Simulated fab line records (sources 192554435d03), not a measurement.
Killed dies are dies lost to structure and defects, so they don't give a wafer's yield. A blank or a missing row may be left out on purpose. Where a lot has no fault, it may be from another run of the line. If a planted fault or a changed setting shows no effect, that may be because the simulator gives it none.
fab line records + flow n5Finfet
record
- lots=12
- wafers=36
- lastDay=19
route steps=1938 shown HKMG_FIN@439 MIM_TOP_LITHO@1848 PASSIVATION@1906
lots that met no fault: from a run of the same line without faults
startH: the number of hours between the record's first day and the start of the first shown wafer of the lot + waitH: hours from the lot's prior step to this one + " as in the row above + L1.1+2: several wafers, shown together as one row + - either no value or no given start + * or withheld: withheld + < > ~ a bound
route shown NAME@n: a module of which the file shows steps, and the number in the route of the first + usual: average and standard deviation across the fault-free wafers + same: alike in all rows + chamber/n: place in a boat + sites: readings site by site + _std_site: how widely they spread, as a standard deviation + _edge_site: inner sites' mean taken away from outer sites' mean + radiusMm: for every site, how far away it sits from the centre of the wafer + mask NAME#n: copy n + behind: tool/chamber where the wafer was last shaped + hold: why the lot was held/for how many hours/how that ended + device: names the non-switching transistor (n, p or np) + end of line: the tests these same wafers got at the end of their route + for a step that has no rows: nothing shown but its recipe + killed: dies lost to structure and defects at the first sort, not the wafer's yield + map: shows each die of a wafer: x if killed, . if not, _ if none is there
set.NAME: setting as actually run; set.NAME@STEP: the setting as run at that earlier step + model.NAME: the simulator's own value behind a step, which no gauge read
a sample of lots followed through the steps of the route, with each step as a table and each wafer as a row
services: when a tool's chamber went out of use (startH, in hours from the record's first day, below 0 if earlier), for how many hours, and the reason
## steps
# step N5_HKMG_FIN_STRIP_92
# recipe
- chemistry=N2/H2
- material=SOC
- timeS=20
- powerW=500
- tempC=40
- pressureMtorr=50
- rfFrequencyHz=6e+07
- biasPowerW=8
- h2Frac=0.5
- n2FlowSccm=300
- h2FlowSccm=300
# usual
- drypumpMotorCurrentA=5.8/0.51
- oesProductAu=0.78/0.076
- rfVppV=54.2/0.93
- showerheadPlenumPTorr=3.38/0.076
- throttleValvePct=19.15/0.24
| lot.wafer | tool       | chamber | startH | waitH | drypumpMotorCurrentA | oesProductAu | rfHoursCounterH | rfVppV | showerheadPlenumPTorr | throttleValvePct |
|-----------|------------|---------|--------|-------|----------------------|--------------|-----------------|--------|-----------------------|------------------|
| L811.2    | rieDiel-04 | 1       | 88.78  | 0.1   | 6.2                  | 0.68         | 226             | 54.6   | 3.31                  | 19.00            |
| L811.3    | "          | 0       | "      | "     | 6.2                  | 0.68         | 225             | 55.3   | 3.46                  | 19.01            |
| L811.6    | "          | 3       | "      | "     | 5.5                  | 0.66         | -               | 54.3   | 3.45                  | 19.49            |
| L812.1    | rieDiel-05 | 0       | 88.87  | 0.1   | 5.7                  | 0.85         | 45              | 54.1   | 3.56                  | 19.29            |
| L812.2    | "          | 1       | "      | "     | 6.6                  | 0.80         | 114             | 54.8   | 3.39                  | 19.16            |
| L812.4    | "          | 2       | "      | "     | 6.1                  | 0.75         | 173             | 54.0   | 3.48                  | 19.11            |
| L813.2    | rieDiel-05 | 3       | 94.72  | 0.1   | 6.0                  | 0.85         | 65              | 55.7   | 3.26                  | 19.02            |
| L813.5    | "          | 0       | "      | "     | 5.7                  | 0.85         | -               | 52.7   | 3.56                  | 19.29            |
| L813.6    | "          | 1       | "      | "     | 6.6                  | 0.80         | -               | 54.3   | 3.38                  | 19.19            |
| L814.1    | rieDiel-04 | 3       | 100.20 | 0.1   | 5.5                  | 0.67         | 250             | 53.6   | 3.45                  | 19.49            |
| L814.4    | "          | 0       | "      | "     | 6.2                  | 0.69         | 227             | 53.4   | 3.45                  | 19.00            |
| L814.6    | "          | 0       | "      | "     | 6.2                  | 0.69         | -               | 53.2   | 3.45                  | 18.99            |
| L816.1    | rieDiel-01 | 1       | 113.11 | 0.1   | 5.6                  | 0.79         | 144             | 53.7   | 3.36                  | 19.43            |
| L816.3    | "          | 3       | "      | "     | 5.2                  | 0.79         | 102             | 56.7   | 3.40                  | 19.14            |
| L816.5    | "          | 1       | "      | "     | 5.6                  | 0.78         | -               | 55.2   | 3.36                  | 19.42            |
| L817.2    | rieDiel-01 | 3       | 117.84 | 0.1   | 5.2                  | 0.81         | 104             | 53.9   | 3.40                  | 19.13            |
| L817.5    | "          | 3       | "      | "     | 5.2                  | 0.81         | -               | 54.4   | 3.40                  | 19.15            |
| L817.6    | "          | 0       | "      | "     | 6.5                  | 0.90         | -               | 54.1   | 3.30                  | 18.94            |
| L819.3    | rieDiel-01 | 0       | 128.98 | 0.1   | 6.5                  | 0.89         | 34              | 52.3   | 3.29                  | 18.94            |
| L819.4    | "          | 1       | "      | "     | 5.7                  | 0.78         | 149             | 54.6   | 3.36                  | 19.44            |
| L819.5    | "          | 1       | "      | "     | 5.7                  | 0.78         | -               | 54.0   | 3.36                  | 19.44            |
| L825.2    | rieDiel-01 | 1       | 166.74 | 0.1   | 5.6                  | 0.77         | 164             | 53.8   | 3.35                  | 19.46            |
| L825.3    | "          | 2       | "      | "     | 5.0                  | 0.70         | 239             | 54.6   | 3.43                  | 18.77            |
| L825.5    | "          | 0       | "      | "     | 6.5                  | 0.87         | -               | 55.1   | 3.29                  | 18.98            |
| L827.1    | rieDiel-01 | 1       | 179.43 | 0.1   | 5.7                  | 0.77         | 168             | 55.6   | 3.35                  | 19.47            |
| L827.3    | "          | 0       | "      | "     | 6.5                  | 0.86         | 52              | 53.3   | 3.29                  | 18.97            |
| L827.6    | "          | 3       | "      | "     | 5.2                  | 0.79         | -               | 53.0   | 3.38                  | 19.18            |
| L829.3    | rieDiel-05 | 3       | 190.02 | 0.1   | 6.0                  | 0.82         | 94              | 54.4   | 3.25                  | 19.05            |
| L829.4    | "          | 1       | "      | "     | 6.6                  | 0.77         | 142             | 54.8   | 3.37                  | 19.21            |
| L829.5    | "          | 3       | "      | "     | 6.0                  | 0.82         | -               | 53.7   | 3.25                  | 19.04            |
| L831.4    | rieDiel-05 | 1       | 208.83 | 0.1   | 6.6                  | 0.77         | 146             | 54.2   | 3.37                  | 19.22            |
| L831.5    | "          | 2       | "      | "     | 6.0                  | 0.73         | -               | 54.3   | 3.47                  | 19.18            |
| L831.6    | "          | 1       | "      | "     | 6.6                  | 0.77         | -               | 52.9   | 3.37                  | 19.22            |
| L833.1    | rieDiel-04 | 1       | 220.44 | 0.1   | 6.2                  | 0.97         | 4               | 54.0   | 3.30                  | 18.61            |
| L833.2    | "          | 3       | "      | "     | 5.5                  | 0.88         | 36              | 53.7   | 3.43                  | 19.16            |
| L833.5    | "          | 3       | "      | "     | 5.5                  | 0.89         | -               | 53.3   | 3.43                  | 19.17            |
# step N5_MIM_TOP_LITHO_OVL_MEAS_11
# recipe
- pointsPerWafer=44
# usual
- MIM_TOP_OVL=2/6.3
| lot.wafer | tool       | chamber | startH | waitH | MIM_TOP_OVL[nm] |
|-----------|------------|---------|--------|-------|-----------------|
| L812.1    | overlay-01 | 0       | 289.72 | 0.0   | 14              |
| L812.2    | "          | 0       | "      | "     | -3              |
| L812.4    | "          | 0       | "      | "     | 1               |
| L813.2    | overlay-01 | 0       | 290.09 | 0.0   | -5              |
| L813.5    | "          | 0       | "      | "     | -2              |
| L813.6    | "          | 0       | "      | "     | 0               |
| L811.2    | overlay-01 | 0       | 297.28 | 0.0   | 1               |
| L811.3    | "          | 0       | "      | "     | 12              |
| L811.6    | "          | 0       | "      | "     | -5              |
| L814.1    | overlay-01 | 0       | 309.14 | 0.0   | 1               |
| L814.4    | "          | 0       | "      | "     | 2               |
| L814.6    | "          | 0       | "      | "     | 3               |
| L816.1    | overlay-01 | 0       | 314.24 | 0.0   | 2               |
| L816.3    | "          | 0       | "      | "     | 4               |
| L816.5    | "          | 0       | "      | "     | 9               |
| L817.2    | overlay-01 | 0       | 317.71 | 0.0   | 2               |
| L817.5    | "          | 0       | "      | "     | -2              |
| L817.6    | "          | 0       | "      | "     | 4               |
| L825.2    | overlay-01 | 0       | 392.36 | 0.0   | -4              |
| L825.3    | "          | 0       | "      | "     | -10             |
| L825.5    | "          | 0       | "      | "     | -12             |
| L819.3    | overlay-01 | 0       | 397.01 | 0.0   | 3               |
| L819.4    | "          | 0       | "      | "     | -4              |
| L819.5    | "          | 0       | "      | "     | 1               |
| L829.3    | overlay-02 | 0       | 417.92 | 0.0   | 4               |
| L829.4    | "          | 0       | "      | "     | 3               |
| L829.5    | "          | 0       | "      | "     | 5               |
| L827.1    | overlay-01 | 0       | 439.02 | 0.0   | 4               |
| L827.3    | "          | 0       | "      | "     | 0               |
| L827.6    | "          | 0       | "      | "     | 0               |
| L833.1    | overlay-01 | 0       | 439.57 | 0.0   | 12              |
| L833.2    | "          | 0       | "      | "     | -4              |
| L833.5    | "          | 0       | "      | "     | 8               |
| L831.4    | overlay-02 | 0       | 443.77 | 0.0   | -2              |
| L831.5    | "          | 0       | "      | "     | 7               |
| L831.6    | "          | 0       | "      | "     | -10             |
# step N5_PASSIVATION_OVL_MEAS_63
# recipe
- pointsPerWafer=44
# usual
- PAD_OVL=0/5.4
| lot.wafer | tool       | chamber | startH | waitH | PAD_OVL[nm] |
|-----------|------------|---------|--------|-------|-------------|
| L812.1    | overlay-01 | 0       | 294.02 | 0.0   | -2          |
| L812.2    | "          | 0       | "      | "     | -5          |
| L812.4    | "          | 0       | "      | "     | -1          |
| L813.2    | overlay-02 | 0       | 294.39 | 0.0   | 5           |
| L813.5    | "          | 0       | "      | "     | 7           |
| L813.6    | "          | 0       | "      | "     | 6           |
| L811.2    | overlay-02 | 0       | 304.32 | 0.0   | 1           |
| L811.3    | "          | 0       | "      | "     | -4          |
| L811.6    | "          | 0       | "      | "     | 4           |
| L814.1    | overlay-02 | 0       | 314.13 | 0.0   | 4           |
| L814.4    | "          | 0       | "      | "     | 6           |
| L814.6    | "          | 0       | "      | "     | 8           |
| L816.1    | overlay-01 | 0       | 320.43 | 0.0   | -5          |
| L816.3    | "          | 0       | "      | "     | -1          |
| L816.5    | "          | 0       | "      | "     | 2           |
| L817.2    | overlay-01 | 0       | 324.29 | 0.0   | 1           |
| L817.5    | "          | 0       | "      | "     | 2           |
| L817.6    | "          | 0       | "      | "     | -6          |
| L825.2    | overlay-01 | 0       | 398.13 | 0.0   | -3          |
| L825.3    | "          | 0       | "      | "     | -10         |
| L825.5    | "          | 0       | "      | "     | -3          |
| L819.3    | overlay-02 | 0       | 403.36 | 0.0   | -1          |
| L819.4    | "          | 0       | "      | "     | 5           |
| L819.5    | "          | 0       | "      | "     | -4          |
| L829.3    | overlay-01 | 0       | 425.78 | 0.0   | 4           |
| L829.4    | "          | 0       | "      | "     | 2           |
| L829.5    | "          | 0       | "      | "     | 2           |
| L827.1    | overlay-02 | 0       | 443.23 | 0.0   | -1          |
| L827.3    | "          | 0       | "      | "     | 5           |
| L827.6    | "          | 0       | "      | "     | 3           |
| L833.1    | overlay-01 | 0       | 449.15 | 0.0   | -7          |
| L833.2    | "          | 0       | "      | "     | 3           |
| L833.5    | "          | 0       | "      | "     | 1           |
| L831.4    | overlay-02 | 0       | 449.65 | 0.0   | -5          |
| L831.5    | "          | 0       | "      | "     | -4          |
| L831.6    | "          | 0       | "      | "     | -3          |
# step N5_PASSIVATION_PROBE_49
# usual
- defectLimitedYield=91.6/1.6
- killed_at_M0_to_M3=32/9.7
- killed_at_M4_up=13/4.4
- killedAtContacts=12/6.5
- killedAtFrontEnd=38/12
- killedAtOther=3.7/3
- killedDies=99/18
- killedOnRim=13/3.9
- killedOpen=66/14
- killedShort=32/7.5
- sort_bin_5_function=4.9/1
- sort_bin_6_memory=3.2/0.73
- sortNPass=1081/18
- sortYieldPct=91.6/1.6
# same
- grossDies=1180
- killedAtBackSide=0
- sort_bin_4_leakage[%]=0
- sort_bin_8_speed[%]=0
| lot.wafer | tool      | chamber | startH | waitH | defectLimitedYield[%] | killed_at_M0_to_M3 | killed_at_M4_up | killedAtContacts | killedAtFrontEnd | killedAtOther | killedDies | killedOnRim | killedOpen | killedShort | sort_bin_5_function[%] | sort_bin_6_memory[%] | sortNPass | sortYieldPct[%] |
|-----------|-----------|---------|--------|-------|-----------------------|--------------------|-----------------|------------------|------------------|---------------|------------|-------------|------------|-------------|------------------------|----------------------|-----------|-----------------|
| L825.2    | prober-01 | -       | 403.24 | 0.1   | 81.6                  | 51                 | 10              | 13               | 143              | 0             | 217        | 32          | 80         | 44          | 10.7                   | 5.0                  | 963       | 81.6            |
| L825.3    | prober-01 | -       | 403.29 | 0.1   | 92.9                  | 26                 | 9               | 10               | 39               | 0             | 84         | 10          | 58         | 25          | 4.2                    | 2.7                  | 1096      | 92.9            |
| L825.5    | prober-01 | -       | 403.39 | 0.2   | 91.6                  | 33                 | 11              | 19               | 35               | 1             | 99         | 11          | 66         | 32          | 4.7                    | 3.6                  | 1081      | 91.6            |
| L827.1    | prober-01 | -       | 448.15 | 0.0   | 82.8                  | 44                 | 11              | 14               | 133              | 1             | 203        | 36          | 68         | 38          | 10.3                   | 4.3                  | 977       | 82.8            |
| L827.3    | prober-01 | -       | 448.25 | 0.1   | 93.6                  | 25                 | 12              | 4                | 34               | 0             | 75         | 13          | 52         | 23          | 3.5                    | 2.7                  | 1105      | 93.6            |
| L827.6    | prober-01 | -       | 448.40 | 0.3   | 89.7                  | 42                 | 25              | 14               | 38               | 2             | 121        | 22          | 85         | 36          | 6.0                    | 3.8                  | 1059      | 89.7            |
# killed by level:class
L825.2 HKMG_FIN:unspecified=92 STI_FIN_REVEAL:geometricParticle:open=15 BEOL_M0_SAQP:geometricParticle:open=15 BEOL_M0_SAQP:geometricParticle:short=14 FIN_SAQP:geometricParticle:short=13 MOL_CONTACT_COAG:geometricParticle:open=10 FIN_SAQP:geometricParticle:open=8 BEOL_M1:geometricParticle:open=6
L825.3 FIN_SAQP:geometricParticle:open=17 MOL_CONTACT_COAG:geometricParticle:open=9 BEOL_M0_SAQP:geometricParticle:short=9 FIN_SAQP:geometricParticle:short=8 BEOL_M0_SAQP:geometricParticle:open=6 BEOL_M3:geometricParticle:open=5 STI_FIN_REVEAL:geometricParticle:open=4 DUMMY_GATE:geometricParticle:open=2
L825.5 MOL_CONTACT_COAG:geometricParticle:open=18 BEOL_M3:geometricParticle:open=12 FIN_SAQP:geometricParticle:open=8 BEOL_M0_SAQP:geometricParticle:short=7 FIN_SAQP:geometricParticle:short=6 BEOL_M0_SAQP:geometricParticle:open=6 DUMMY_GATE:geometricParticle:open=4 STI_FIN_REVEAL:geometricParticle:open=4
L827.1 HKMG_FIN:unspecified=97 BEOL_M0_SAQP:geometricParticle:open=16 BEOL_M0_SAQP:geometricParticle:short=12 MOL_CONTACT_COAG:geometricParticle:open=10 STI_FIN_REVEAL:geometricParticle:open=7 FIN_SAQP:geometricParticle:open=6 DUMMY_GATE:geometricParticle:open=6 BEOL_M4:geometricParticle:open=5
L827.3 STI_FIN_REVEAL:geometricParticle:open=9 DUMMY_GATE:geometricParticle:open=6 BEOL_M0_SAQP:geometricParticle:short=6 BEOL_M0_SAQP:geometricParticle:open=5 BEOL_M1:geometricParticle:open=5 FIN_SAQP:geometricParticle:open=4 FIN_SAQP:geometricParticle:short=4 GATE_CUT:geometricParticle:short=4
L827.6 MOL_CONTACT_COAG:geometricParticle:open=12 BEOL_M0_SAQP:geometricParticle:short=11 BEOL_M0_SAQP:geometricParticle:open=11 FIN_SAQP:geometricParticle:open=10 BEOL_M1:geometricParticle:open=9 FIN_SAQP:geometricParticle:short=8 BEOL_M4:geometricParticle:open=7 DUMMY_GATE:geometricParticle:open=5
## services
| tool       | chamber | startH | hours | kind                        |
|------------|---------|--------|-------|-----------------------------|
| rieDiel-04 | 3       | 101.78 | -     | clean                       |
| rieDiel-04 | 3       | 101.78 | -     | consumableReplace:focusRing |
| rieDiel-04 | 3       | 101.78 | 28.4  | scheduledDown               |
| rieDiel-04 | 3       | 101.78 | 28.4  | ventCycle                   |
| rieDiel-04 | -       | 119.54 | 2.3   | repair                      |
| rieDiel-05 | -       | 132.88 | 14.6  | pm                          |
| rieDiel-04 | 0       | 160.67 | -     | clean                       |
| rieDiel-04 | 0       | 160.67 | -     | consumableReplace:focusRing |
| rieDiel-04 | 0       | 160.67 | 25.2  | scheduledDown               |
| rieDiel-04 | 0       | 160.67 | 25.2  | ventCycle                   |
| rieDiel-05 | 1       | 173.90 | 8.8   | repair                      |
| rieDiel-04 | 1       | 176.16 | 8.1   | repair                      |
| rieDiel-01 | 0       | 182.28 | 1.9   | repair                      |
| rieDiel-04 | 1       | 185.89 | -     | clean                       |
| rieDiel-04 | 1       | 185.89 | -     | consumableReplace:focusRing |
| rieDiel-04 | 1       | 185.89 | 27.9  | scheduledDown               |
| rieDiel-04 | 1       | 185.89 | 27.9  | ventCycle                   |
| rieDiel-01 | 2       | 190.80 | 1.6   | repair                      |
| rieDiel-01 | 2       | 204.69 | -     | clean                       |
| rieDiel-01 | 2       | 204.69 | -     | consumableReplace:focusRing |
| rieDiel-01 | 2       | 204.69 | 23.2  | scheduledDown               |
| rieDiel-01 | 2       | 204.69 | 23.2  | ventCycle                   |
| rieDiel-04 | 0       | 214.62 | 7.9   | repair                      |
## key
firstSign
- step=N5_PASSIVATION_PROBE_49
- reading=killedAtFrontEnd
- direction=up
- sigmas=8.3
- usual=38
- struck=138
effect
- step=N5_PASSIVATION_PROBE_49
- reading=killedDies
- direction=up
- sigmas=6
- usual=99
- struck=210
moreKillsBornAt
- N5_HKMG_FIN_STRIP_92@rieDiel-01=189
metAt N5_HKMG_FIN_STRIP_92
struckLots L825,L827
struckWafers L825.2,L827.1
notActingAt N5_MIM_TOP_LITHO_OVL_MEAS_11,N5_PASSIVATION_OVL_MEAS_63
onsetBetween 128.98 166.74
fault
- kind=chamberParticleSource
- tool=rieDiel-01
- chamber=1
- onsetH=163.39
- steps=N5_HKMG_FIN_STRIP_92
- ratePerVisitCm2=1.0615
- endH=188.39
